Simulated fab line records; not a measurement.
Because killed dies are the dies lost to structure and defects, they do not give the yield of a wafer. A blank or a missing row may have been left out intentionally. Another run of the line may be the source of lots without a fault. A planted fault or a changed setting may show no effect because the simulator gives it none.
What tool caused it? | flow nand harc | 30 wafers from 10 lots sampled at 5 of the route's 1159 steps

WHAT EACH GAUGE READ, for each wafer
NHARC_HYBRID_BOND_OVL_MEAS_05. Usual: overlay x nm 5 nm, standard deviation 29; overlay y nm -2 nm, standard deviation 35.
lot  | measured     | on         | overlay x nm (nm) | overlay y nm (nm) | flag
L334 | day 19 06:46 | overlay-01 | -6 18 23          | 56 22 26          |
L337 | day 19 13:43 | overlay-01 | 18 -1 14          | 46 41 -15         |
L336 | day 19 13:43 | overlay-02 | -3 -5 0           | 44 -39 9          |
L335 | day 19 18:48 | overlay-01 | 10 -25 30         | 25 -41 -37        |
L344 | day 21 09:23 | overlay-01 | 8 10              | 14 -58            |
L347 | day 21 13:43 | overlay-02 | -5 8 23           | -85 4 -15         |
L349 | day 21 13:43 | overlay-01 | 23 32 -90         | -25 39 -42        |
L354 | day 23 22:15 | overlay-01 | 5 -10 -20         | -23 -32 -8        |
L355 | day 24 03:55 | overlay-01 | -8 40 -3          | -30 -51 -17       |
L357 | day 24 03:55 | overlay-01 | 4 22 -24          | -8 -24 -57        |

NHARC_THIN_TSV_INSPECT_40. Usual: 489 for raw defect count, sd 96.
lot  | measured     | on                | raw defect count | flag
L334 | day 19 22:07 | defect inspect-02 | 439 436 385      |
L337 | day 20 05:16 | defect inspect-01 | 686 531 494      |
L336 | day 20 05:16 | defect inspect-02 | 546 365 385      |
L335 | day 20 11:49 | defect inspect-02 | 424 500 425      |
L344 | day 22 00:35 | defect inspect-02 | 733 562          |
L347 | day 22 04:14 | defect inspect-02 | 463 384 422      |
L349 | day 22 04:14 | defect inspect-01 | 569 524 449      |
L354 | day 24 12:47 | defect inspect-02 | 554 465 630      |
L355 | day 24 18:03 | defect inspect-02 | 574 545 567      |
L357 | day 24 18:03 | defect inspect-01 | 496 605 739      |

NHARC_END_SORT_01. Usual: defect limited yield 95.4 %, standard deviation 1.5; killed at array 28, standard deviation 10; killed at other 0.5, standard deviation 0.82; killed at periphery 3.4, standard deviation 2.2; killed dies 31, standard deviation 10; killed open 3.4, standard deviation 1.9; killed short 1.9, standard deviation 1.3; sort_bin_2_pct 1.5 %, standard deviation 0.6; sort_bin_3_pct 0.29 %, standard deviation 0.24; sort_bin_4_pct 2.9 %, standard deviation 0.97; sort n pass 646, standard deviation 10; sort rim yield pct 94.7 %, standard deviation 3; sort yield pct 95.4 %, standard deviation 1.5.
lot  | measured     | on        | defect limited yield (%) | killed at array | killed at other | killed at periphery | killed dies | killed open | killed short | sort_bin_2_pct (%) | sort_bin_3_pct (%) | sort_bin_4_pct (%) | sort n pass | sort rim yield pct (%) | sort yield pct (%) | flag
L334 | day 20 03:33 | prober-01 | 97.0 96.2 96.5           | 18 21 18        | 0 0 3           | 2 5 3               | 20 26 24    | 3 1 2       | 2 2 3        | 1.2 1.2 1.2        | 0 0.30 0.44        | 1.8 2.4 1.9        | 657 651 653 | 95.3 93.4 95.3         | 97.0 96.2 96.5     |
L337 | day 20 16:45 | prober-01 | 97.2 96.2 97.2           | 15 23 14        | 0 0 1           | 4 3 4               | 19 26 19    | 2 3 2       | 3 1 3        | 1.2 1.3 0.9        | 0 0.15 0           | 1.6 2.4 1.9        | 658 651 658 | 98.1 93.4 99.1         | 97.2 96.2 97.2     |
L336 | day 20 11:52 | prober-02 | 96.2 95.6 95.3           | 17 21 23        | 1 0 0           | 8 9 9               | 26 30 32    | 2 3 5       | 0 0 1        | 1.2 1.5 1.8        | 0 0.30 0.30        | 2.7 2.7 2.7        | 651 647 645 | 96.2 92.5 98.1         | 96.2 95.6 95.3     |
L335 | day 20 17:59 | prober-02 | 96.8 95.4 96.0           | 16 25 24        | 0 0 0           | 6 6 3               | 22 31 27    | 4 6 3       | 2 3 2        | 0.6 1.0 1.2        | 0.30 0.30 0.30     | 2.4 3.2 2.5        | 655 646 650 | 98.1 92.5 95.3         | 96.8 95.4 96.0     |
L344 | day 22 03:38 | prober-02 | 96.0 0 94.8              | 20 674 27       | 0 0 0           | 7 3 8               | 27 677 35   | 0 5 6       | 2 0 1        | 1.0 97.5 1.5       | 0.15 0.30 0.30     | 2.8 2.2 3.4        | 650 0 642   | 99.1 0 92.5            | 96.0 0 94.8        | OFF
L347 | day 22 11:24 | prober-01 | 96.9 94.7 95.7           | 17 31 24        | 0 0 1           | 4 5 4               | 21 36 29    | 3 0 4       | 1 2 2        | 0.7 1.8 1.3        | 0 0.44 0           | 2.4 3.1 3.0        | 656 641 648 | 97.2 96.2 90.6         | 96.9 94.7 95.7     |
L349 | day 22 21:35 | prober-01 | 96.8 97.5 97.0           | 18 16 16        | 0 0 0           | 4 1 4               | 22 17 20    | 6 3 7       | 1 3 1        | 1.2 1.2 0.7        | 0.30 0 0.15        | 1.8 1.3 2.1        | 655 660 657 | 99.1 97.2 97.2         | 96.8 97.5 97.0     |
L354 | day 24 17:08 | prober-01 | 92.9 95.1 94.8           | 45 32 31        | 0 0 0           | 3 1 4               | 48 33 35    | 4 0 3       | 1 1 1        | 2.2 2.2 2.2        | 0 0.15 0.44        | 4.9 2.5 2.5        | 629 644 642 | 96.2 91.5 94.3         | 92.9 95.1 94.8     |
L355 | day 24 22:44 | prober-02 | 92.2 94.2 91.0           | 50 33 57        | 1 3 2           | 2 3 2               | 53 39 61    | 3 2 5       | 2 3 1        | 2.7 2.1 2.7        | 0.74 0 0.89        | 4.4 3.7 5.5        | 624 638 616 | 91.5 94.3 97.2         | 92.2 94.2 91.0     |
L357 | day 25 00:58 | prober-01 | 94.8 93.1 93.5           | 28 46 39        | 2 0 2           | 5 1 3               | 35 47 44    | 6 2 5       | 3 3 1        | 1.3 2.7 1.0        | 0.15 0 0.44        | 3.7 4.3 5.0        | 642 630 633 | 93.4 97.2 97.2         | 94.8 93.1 93.5     |

WHAT TOOL EACH LOT RAN ON (gives the tool, then ch and the chambers of the sampled wafers, and finally the start)
lot  | NHARC_A_M1_ANNEAL_31             | NHARC_A_BONDPAD_PVD_27
L334 | rtp anneal-02 ch 0, day 18 14:20 | pvd sputter-03, day 18 19:28
L337 | rtp anneal-02 ch 0, day 18 21:14 | pvd sputter-02, day 19 01:24
L336 | rtp anneal-01 ch 0, day 19 02:16 | pvd sputter-01, day 19 06:10
L335 | rtp anneal-01 ch 0, day 19 02:59 | pvd sputter-02, day 19 07:01
L344 | rtp anneal-01 ch 0, day 20 16:47 | pvd sputter-02, day 20 20:46
L347 | rtp anneal-01 ch 0, day 20 22:25 | pvd sputter-01, day 21 02:34
L349 | rtp anneal-02 ch 0, day 21 00:44 | pvd sputter-01, day 21 04:43
L354 | rtp anneal-01 ch 0, day 23 06:03 | pvd sputter-01, day 23 10:13
L355 | rtp anneal-01 ch 0, day 23 12:46 | pvd sputter-03, day 23 16:49
L357 | rtp anneal-02 ch 0, day 23 13:35 | pvd sputter-03, day 23 17:35
- NHARC_A_M1_ANNEAL_31: time 90 s.
- NHARC_A_BONDPAD_PVD_27: deposits Cu, target thk 30 nm, time 20.49 s.

AS READ BY THE TOOLS THEMSELVES (means over the sampled wafers that have a number; for cases with no such wafer, the mark the record gives instead)
NHARC_A_M1_ANNEAL_31. Usual: 226.0 for wafer_temp_C_max, sd 0.58.
lot  | tool          | wafer_temp_C_max | flag
L334 | rtp anneal-02 | 226.7            |
L337 | rtp anneal-02 | 226.6            |
L336 | rtp anneal-01 | 225.6            |
L335 | rtp anneal-01 | 225.5            |
L344 | rtp anneal-01 | 225.6            |
L347 | rtp anneal-01 | 225.7            |
L349 | rtp anneal-02 | 226.7            |
L354 | rtp anneal-01 | 225.7            |
L355 | rtp anneal-01 | 225.6            |
L357 | rtp anneal-02 | 226.6            |

NHARC_A_BONDPAD_PVD_27. Usual: chamber pressure pa 5.002 Pa, standard deviation 0.01; throttle valve pct 30.1 %, standard deviation 0.97.
lot  | tool           | chamber pressure pa (Pa) | throttle valve pct (%) | flag
L334 | pvd sputter-03 | 5.009                    | 29.6                   |
L337 | pvd sputter-02 | 5.000                    | 29.7                   |
L336 | pvd sputter-01 | 5.002                    | 31.7                   |
L335 | pvd sputter-02 | 5.004                    | 29.9                   |
L344 | pvd sputter-02 | 5.002                    | 29.6                   |
L347 | pvd sputter-01 | 5.006                    | 31.2                   |
L349 | pvd sputter-01 | 5.004                    | 30.1                   |
L354 | pvd sputter-01 | 4.994                    | 29.8                   |
L355 | pvd sputter-03 | 4.994                    | 30.1                   |
L357 | pvd sputter-03 | 4.996                    | 29.4                   |

THE ANSWER, worked out from the rows above alone
Rule: take the mean of a lot's wafers that have a number; if it is more than 3 standard deviations from the usual mean, the lot is off. A lot without any number at a reading at which 4 lots or more have one is off too. Where the step has rows for the other lots, those lots are counted as sound. The gauges are gone through in route order, then the tools' own readings, and for those a lot's mean is taken as printed above. At the first step where some lot is off, the reading lying furthest off is the one used; lots without a number count as furthest.
Off, at NHARC_END_SORT_01 on sort_bin_2_pct: L344.
A tool fits if, at a process step before that reading, it ran every lot that is off, and no sound lot after the first of them. Gauges at NHARC_END_SORT_01: tried the same way as those tools. One candidate fits, namely pvd sputter-02 at NHARC_A_BONDPAD_PVD_27. A fault onset in the window from L335 (day 19 07:01, its last sound lot) to L344 (day 20 20:46, its first lot off) fits.

WHAT WAS PUT IN BY THE SIMULATOR
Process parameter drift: pvd sputter-02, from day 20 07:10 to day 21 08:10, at NHARC_A_BONDPAD_PVD_27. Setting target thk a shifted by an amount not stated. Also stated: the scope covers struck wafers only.
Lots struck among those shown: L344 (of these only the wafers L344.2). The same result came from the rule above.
